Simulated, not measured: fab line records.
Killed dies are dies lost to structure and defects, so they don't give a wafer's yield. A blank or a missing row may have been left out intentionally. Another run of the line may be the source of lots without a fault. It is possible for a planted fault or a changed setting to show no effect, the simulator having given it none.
Chamber matching	flow nand harc	rie diel-07 running NHARC_P_ZERO_WELL_DESCUM_13: 4 sister chambers
The step chemistry O2, time 3 s. 14 wafers are shown with their chamber, then 7 later ones without.

WAFERS, EACH WITH ITS CHAMBER
wafer	chamber	showerhead plenum p Torr (Torr)	drypump motor current A (A)	oes product au (a.u.)
L076.1	2	1.84	5.9	1.017
L076.4	3	2.02	6.3	1.028
L076.6	0	1.84	5.6	0.993
L077.4	2	1.84	6.0	1.013
L077.5	2	1.84	6.0	1.003
L077.6	3	2.02	6.3	1.021
L082.1	3	2.01	6.3	1.019
L082.2	2	1.83	6.0	1.017
L082.4	1	1.99	6.1	1.006
L083.2	1	1.99	6.1	1.014
L083.3	0	1.83	5.6	0.998
L083.5	2	1.83	5.9	1.005
L086.1	3	2.01	6.3	1.009
L086.3	2	1.83	6.0	1.008

SIGNATURES, as means of the wafers listed above
reading	chamber 0	chamber 1	chamber 2	chamber 3	scatter within a chamber
showerhead plenum p Torr	1.8350	1.9900	1.8350	2.0150	0.00548
drypump motor current A	5.600	6.100	5.967	6.300	0.0365
oes product au	0.99550	1.01000	1.01050	1.01925	0.00642
Rule: a wafer's distance from a chamber is the root of the sum, over the readings, of the square of ((its reading less the chamber's mean) divided by the reading's scatter). The wafer belongs to the nearest chamber; if the next one is less than 2 further off, it can't be placed. The scatter: take each reading less its chamber's mean, square it, sum over the shown wafers, divide by the number of wafers less the number of chambers, and take the root.

WAFERS WITHOUT THEIR CHAMBER
wafer	showerhead plenum p Torr (Torr)	drypump motor current A (A)	oes product au (a.u.)
L086.6	2.01	6.3	1.008
L091.2	1.98	6.1	1.010
L091.5	1.82	6.0	1.002
L091.6	1.98	6.1	1.020
L092.1	2.00	6.3	0.997
L092.4	1.82	5.6	1.010
L092.5	1.82	6.0	1.011

WHICH CHAMBER EACH WENT THROUGH
wafer	from the rows above	in truth
L086.6	3	3
L091.2	1	1
L091.5	2	2
L091.6	1	1
L092.1	can't be placed: 3 or 1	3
L092.4	0	0
L092.5	2	2
Correct placement for 6 of the 7. These rows do not allow placing 1 (true chamber among the candidates in 1). Placed wrongly: 0.
